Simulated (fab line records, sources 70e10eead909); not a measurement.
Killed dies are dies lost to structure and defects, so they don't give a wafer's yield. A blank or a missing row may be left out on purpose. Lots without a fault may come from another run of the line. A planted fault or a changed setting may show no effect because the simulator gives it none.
Chamber matching | flow nand_harc | NHARC_A_STAIRCASE_ALD_415 on ald_hk-03: 4 sister chambers
The step deposits SiO2, target thk 30 nm, pulse time 6 s, ald cycles 300. 18 wafers are shown with their chamber, then 9 later ones without.

WAFERS WITH THEIR CHAMBER
wafer  | chamber | heater_power_w (W) | precursor_pulse_height_rel
L075.1 | 1       | 572                | 1.032
L075.4 | 0       | 479                | 1.008
L075.6 | 2       | 379                | 0.954
L077.4 | 0       | 495                | 0.985
L077.5 | 0       | 493                | 0.966
L077.6 | 3       | 504                | 1.014
L076.1 | 2       | 381                | 0.973
L076.4 | 3       | 518                | 1.012
L076.6 | 1       | 559                | 1.032
L081.1 | 0       | 502                | 1.016
L081.4 | 3       | 514                | 1.018
L081.5 | 1       | 560                | 0.976
L086.2 | 1       | 574                | 0.999
L086.5 | 0       | 523                | 1.008
L086.6 | 1       | 555                | 1.001
L088.2 | 2       | 400                | 1.013
L088.4 | 0       | 504                | 0.984
L088.5 | 2       | 407                | 1.015

SIGNATURES (means of the wafers above)
reading                    | chamber 0 | chamber 1 | chamber 2 | chamber 3 | scatter within a chamber
heater_power_w             | 499.33    | 564.00    | 391.75    | 512.00    | 12
precursor_pulse_height_rel | 0.99450   | 1.00800   | 0.98875   | 1.01467   | 0.0222
Rule: a wafer's distance from a chamber is the root of the sum, over the readings, of the square of ((its reading less the chamber's mean) divided by the reading's scatter). The wafer belongs to the nearest chamber; if the next one is less than 2 further off, it can't be placed. The scatter: the root of (the sum of the squares of (reading less its chamber's mean) over the shown wafers, divided by (wafers less chambers)).

WAFERS WITHOUT THEIR CHAMBER
wafer  | heater_power_w (W) | precursor_pulse_height_rel
L093.3 | 563                | 1.019
L093.5 | 426                | 0.998
L093.6 | 482                | 1.016
L091.3 | 511                | 0.997
L091.4 | 468                | 0.998
L091.5 | 472                | 0.987
L095.3 | 502                | 0.977
L095.4 | 407                | 1.005
L095.6 | 407                | 1.014

WHICH CHAMBER EACH WENT THROUGH
wafer  | from the rows above     | in truth
L093.3 | 1                       | 1
L093.5 | 2                       | 2
L093.6 | can't be placed: 0 or 3 | 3
L091.3 | can't be placed: 3 or 0 | 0
L091.4 | can't be placed: 0 or 3 | 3
L091.5 | can't be placed: 0 or 3 | 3
L095.3 | can't be placed: 0 or 3 | 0
L095.4 | 2                       | 2
L095.6 | 2                       | 2
Placed correctly: 4 of 9. Can't be placed from these rows: 5 (the true chamber is among the candidates in 5). Placed wrongly: 0.
